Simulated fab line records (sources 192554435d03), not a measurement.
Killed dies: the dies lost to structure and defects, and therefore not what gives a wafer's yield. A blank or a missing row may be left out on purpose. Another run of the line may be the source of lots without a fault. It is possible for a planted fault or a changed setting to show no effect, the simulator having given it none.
What tool caused it? | flow n5_finfet | 10 lots with 30 wafers sampled at 2 steps, on a route of 1938 steps

## WHAT EACH GAUGE READ, for each wafer
N5_BEOL_M7_CD_MEAS_28 targets a cd of 40 nm. Usual: cd_nm 39.96 nm, standard deviation 0.22.
lot  | measured     | on        | cd_nm (nm)        | flag
L436 | day 8 23:48  | cd_sem-01 | 40.08 40.08 40.09 |
L437 | day 9 03:53  | cd_sem-01 | 40.11 40.14 39.88 |
L439 | day 9 14:17  | cd_sem-01 | 40.33 40.24 40.25 |
L443 | day 10 14:54 | cd_sem-03 | 39.69 39.75 40.19 |
L446 | day 12 00:22 | cd_sem-02 | 39.55 39.57 40.47 |
L453 | day 13 18:14 | cd_sem-02 | 39.80 39.70 39.97 |
L455 | day 13 20:57 | cd_sem-03 | 39.89 40.22 39.91 |
L438 | day 14 21:46 | cd_sem-03 | 39.68 39.55 39.94 |
L457 | day 15 01:29 | cd_sem-02 | 40.46 40.07 39.76 |
L458 | day 16 13:02 | cd_sem-02 | 40.16 39.82 40.27 |

N5_BEOL_M7_OVL_MEAS_29. Usual: V6_OVL gives -0.6 nm (standard deviation 0.61).
lot  | measured     | on         | V6_OVL (nm)    | flag
L436 | day 8 23:50  | overlay-02 | -0.8 -0.4 -0.7 |
L437 | day 9 03:55  | overlay-02 | -1.1 -1.2 -1.1 |
L439 | day 9 14:19  | overlay-02 | -1.2 -0.6 -0.5 |
L443 | day 10 14:56 | overlay-02 | -0.2 -0.8 -0.7 |
L446 | day 12 00:24 | overlay-01 | -0.4 -0.5 -0.9 |
L453 | day 13 18:16 | overlay-01 | 0.1 -0.5 -1.3  |
L455 | day 13 20:59 | overlay-01 | -1.0 -0.8 -0.8 |
L438 | day 14 21:49 | overlay-01 | -1.0 -0.7 -1.3 |
L457 | day 15 01:31 | overlay-01 | -0.7 -0.8 -0.7 |
L458 | day 16 13:04 | overlay-02 | -2.0 -1.2 -0.6 |

## EACH LOT AND THE TOOL THAT RAN IT (in order: tool; ch and the chambers of the sampled wafers; start)
There is no process step in the record ahead of these readings.

## AS READ BY THE TOOLS THEMSELVES (means over the sampled wafers that have a number; for cases with no such wafer, the mark the record gives instead)
The record holds no such reading with a usual standard deviation.

## THE ANSWER, worked out from the rows above alone
Rule: take the mean of a lot's wafers that have a number; if it is more than 3 standard deviations from the usual mean, the lot is off. A lot without any number at a reading at which 4 lots or more have one is off too. Any other lot the step has rows for is counted as sound. After the gauges, taken in route order, come the tools' own readings; for these a lot's mean is taken, as printed above. At the first step where some lot is off, the reading lying furthest off is the one used; lots without a number count as furthest.
No lot is off on any of the readings shown, so nothing can be concluded from this.

## WHAT THE SIMULATOR HAD PUT IN
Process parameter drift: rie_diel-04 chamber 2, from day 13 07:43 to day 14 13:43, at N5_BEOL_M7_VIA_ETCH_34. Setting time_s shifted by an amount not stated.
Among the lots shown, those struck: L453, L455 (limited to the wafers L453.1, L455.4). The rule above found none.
